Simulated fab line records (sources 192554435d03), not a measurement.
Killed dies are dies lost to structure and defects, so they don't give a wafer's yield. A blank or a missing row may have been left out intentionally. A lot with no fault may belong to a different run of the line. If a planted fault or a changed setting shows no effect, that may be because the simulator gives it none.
Matching of chambers    flow n5 finfet    N5_DUMMY_REMOVAL_HM_STRIP_01 on rie diel-05 has 4 sister chambers
The step strips SiNx in CH3F/O2, stops on poly-Si, target depth 4 nm, time 6.8 s. 8 wafers are shown with their chamber, then 12 later ones without.

WAFERS PAIRED WITH THEIR CHAMBERS
wafer   chamber  throttle valve pct (%)  drypump motor current A (A)
L078.2  0        16.37                   5.79
L082.2  2        16.70                   5.64
L082.5  0        16.38                   5.80
L083.1  1        16.57                   5.18
L083.2  2        16.72                   5.65
L084.2  1        16.56                   5.21
L084.4  3        15.91                   5.75
L084.6  3        15.91                   5.75

WAFERS WHOSE CHAMBER IS MISSING
wafer   throttle valve pct (%)  drypump motor current A (A)
L088.1  16.70                   5.67
L088.2  15.92                   5.76
L088.4  16.59                   5.18
L090.1  16.58                   5.16
L090.2  16.74                   5.67
L090.4  16.60                   5.16
L091.1  15.93                   5.75
L091.3  16.41                   5.77
L091.6  16.41                   5.78
L097.1  16.59                   5.18
L097.3  16.44                   5.79
L097.5  16.59                   5.15

WHICH CHAMBER EACH WENT THROUGH
wafer   from the rows above  in truth
L088.1  2                    2
L088.2  3                    3
L088.4  1                    1
L090.1  1                    1
L090.2  2                    2
L090.4  1                    1
L091.1  3                    3
L091.3  0                    0
L091.6  0                    0
L097.1  1                    1
L097.3  0                    0
L097.5  1                    1
Placed correctly: 12 of 12. Can't be placed from these rows: 0. 0 placed wrongly.
How it was worked out, from the rows above alone: a wafer's distance from a chamber is the root of the sum, over the readings, of the square of ((its reading less the chamber's mean) divided by the reading's scatter). The wafer belongs to the nearest chamber; if the next one is less than 2 further off, it can't be placed. For every chamber, the mean is computed from those of its wafers that are shown. The scatter: the root of (the sum of the squares of (reading less its chamber's mean) over the shown wafers, divided by (wafers less chambers)).
